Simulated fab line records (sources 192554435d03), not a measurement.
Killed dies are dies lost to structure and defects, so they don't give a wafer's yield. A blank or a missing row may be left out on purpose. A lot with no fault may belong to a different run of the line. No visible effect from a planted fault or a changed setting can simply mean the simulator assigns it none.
Chamber matching / flow n5Finfet / rieDiel-05 running N5_MOL_CONTACT_COAG_ETCH_105: 4 sister chambers
The step etches SiARC in CF4, target depth 15.6 nm, time 26 s. 8 wafers are shown with their chamber, then 7 later ones without.

WAFERS PAIRED WITH THEIR CHAMBERS
wafer=L077.4; chamber=2; drypumpMotorCurrentA (A)=5.1; showerheadPlenumPTorr (Torr)=2.19
wafer=L077.6; chamber=1; drypumpMotorCurrentA (A)=5.6; showerheadPlenumPTorr (Torr)=2.24
wafer=L083.3; chamber=0; drypumpMotorCurrentA (A)=5.4; showerheadPlenumPTorr (Torr)=2.09
wafer=L083.4; chamber=2; drypumpMotorCurrentA (A)=5.2; showerheadPlenumPTorr (Torr)=2.19
wafer=L086.4; chamber=3; drypumpMotorCurrentA (A)=5.1; showerheadPlenumPTorr (Torr)=2.17
wafer=L086.6; chamber=1; drypumpMotorCurrentA (A)=5.6; showerheadPlenumPTorr (Torr)=2.23
wafer=L090.1; chamber=3; drypumpMotorCurrentA (A)=5.1; showerheadPlenumPTorr (Torr)=2.16
wafer=L090.2; chamber=0; drypumpMotorCurrentA (A)=5.4; showerheadPlenumPTorr (Torr)=2.09

WAFERS WITHOUT THEIR CHAMBER
wafer=L090.3; drypumpMotorCurrentA (A)=5.6; showerheadPlenumPTorr (Torr)=2.23
wafer=L092.1; drypumpMotorCurrentA (A)=5.1; showerheadPlenumPTorr (Torr)=2.16
wafer=L092.3; drypumpMotorCurrentA (A)=5.4; showerheadPlenumPTorr (Torr)=2.09
wafer=L092.4; drypumpMotorCurrentA (A)=5.6; showerheadPlenumPTorr (Torr)=2.22
wafer=L094.2; drypumpMotorCurrentA (A)=5.4; showerheadPlenumPTorr (Torr)=2.09
wafer=L094.3; drypumpMotorCurrentA (A)=5.1; showerheadPlenumPTorr (Torr)=2.16
wafer=L094.5; drypumpMotorCurrentA (A)=5.1; showerheadPlenumPTorr (Torr)=2.16

WHICH CHAMBER EACH ONE RAN IN
wafer=L090.3; from the rows above=1; in truth=1
wafer=L092.1; from the rows above=3; in truth=3
wafer=L092.3; from the rows above=0; in truth=0
wafer=L092.4; from the rows above=1; in truth=1
wafer=L094.2; from the rows above=0; in truth=0
wafer=L094.3; from the rows above=3; in truth=3
wafer=L094.5; from the rows above=3; in truth=3
Correct placement for 7 of the 7. Left unplaced by these rows: 0. Number placed wrongly: 0.
How it was worked out, from the rows above alone: a wafer's distance from a chamber is the root of the sum, over the readings, of the square of ((its reading less the chamber's mean) divided by the reading's scatter). The wafer belongs to the nearest chamber; if the next one is less than 2 further off, it can't be placed. For every chamber, the mean is computed from those of its wafers that are shown. The scatter: take each reading less its chamber's mean, square it, sum over the shown wafers, divide by the number of wafers less the number of chambers, and take the root.
